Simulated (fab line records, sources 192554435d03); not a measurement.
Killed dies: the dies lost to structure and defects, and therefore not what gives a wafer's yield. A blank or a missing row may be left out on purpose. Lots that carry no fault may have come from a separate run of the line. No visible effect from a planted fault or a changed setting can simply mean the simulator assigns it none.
Chamber matching -- flow n5_finfet -- 4 sister chambers for N5_BEOL_M8_ETCH_66 on rie_diel-06
The step etches SOC in N2/H2, target depth 80 nm, overetch 16 nm, time 120 s. 4 wafers are shown with their chamber, then 9 later ones without.

## WAFERS PAIRED WITH THEIR CHAMBERS
wafer,chamber,drypump_motor_current_A (A)
L090.4,3,5.2
L092.1,1,5.5
L092.2,2,6.3
L092.5,0,5.8

## WAFERS WHOSE CHAMBER IS MISSING
wafer,drypump_motor_current_A (A)
L094.1,5.4
L094.2,6.3
L094.4,5.2
L093.1,6.3
L093.2,5.5
L093.5,5.8
L095.1,5.5
L095.3,5.2
L095.6,5.8

## EACH ONE'S CHAMBER
wafer,from the rows above,in truth
L094.1,1,1
L094.2,2,2
L094.4,3,3
L093.1,2,2
L093.2,1,1
L093.5,0,0
L095.1,1,1
L095.3,3,3
L095.6,0,0
Placed correctly: 9 of 9. Can't be placed from these rows: 0. Number placed wrongly: 0.
How it was worked out, from the rows above alone: a wafer's distance from a chamber is the root of the sum, over the readings, of the square of ((its reading less the chamber's mean) divided by the reading's scatter). The wafer belongs to the nearest chamber; if the next one is less than 2 further off, it can't be placed. A chamber's mean is the mean of its shown wafers. The scatter (one wafer shown for each chamber): square how far every hidden wafer sits from the nearest shown wafer, average those squares and take the square root.
